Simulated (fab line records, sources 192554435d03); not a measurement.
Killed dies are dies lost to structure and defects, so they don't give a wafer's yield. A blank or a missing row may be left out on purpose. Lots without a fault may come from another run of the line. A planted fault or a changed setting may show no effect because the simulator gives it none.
Chamber matching | flow n5_finfet | N5_BEOL_M9_DESCUM_16 on rie_diel-06: 4 sister chambers
The step chemistry O2, time 7.9 s. 4 wafers are shown with their chamber, then 8 later ones without.

WAFERS WITH THEIR CHAMBER
wafer  | chamber | showerhead_plenum_p_Torr (Torr)
L082.2 | 3       | 2.19
L088.1 | 1       | 2.07
L088.4 | 2       | 2.04
L090.1 | 0       | 1.98

WAFERS WITHOUT THEIR CHAMBER
wafer  | showerhead_plenum_p_Torr (Torr)
L090.3 | 2.04
L090.5 | 2.04
L094.3 | 2.03
L094.5 | 2.18
L094.6 | 1.98
L096.1 | 2.17
L096.4 | 2.03
L096.5 | 2.03

WHICH CHAMBER EACH WENT THROUGH
wafer  | from the rows above | in truth
L090.3 | 2                   | 2
L090.5 | 2                   | 2
L094.3 | 2                   | 2
L094.5 | 3                   | 3
L094.6 | 0                   | 0
L096.1 | 3                   | 3
L096.4 | 2                   | 2
L096.5 | 2                   | 2
Placed correctly: 8 of 8. Can't be placed from these rows: 0. Placed wrongly: 0.
How it was worked out, from the rows above alone: a wafer's distance from a chamber is the root of the sum, over the readings, of the square of ((its reading less the chamber's mean) divided by the reading's scatter). The wafer belongs to the nearest chamber; if the next one is less than 2 further off, it can't be placed. A chamber's mean is the mean of its shown wafers. The scatter: with one shown wafer a chamber, the root of the mean of the squares of how far each hidden wafer lies from its nearest shown one.
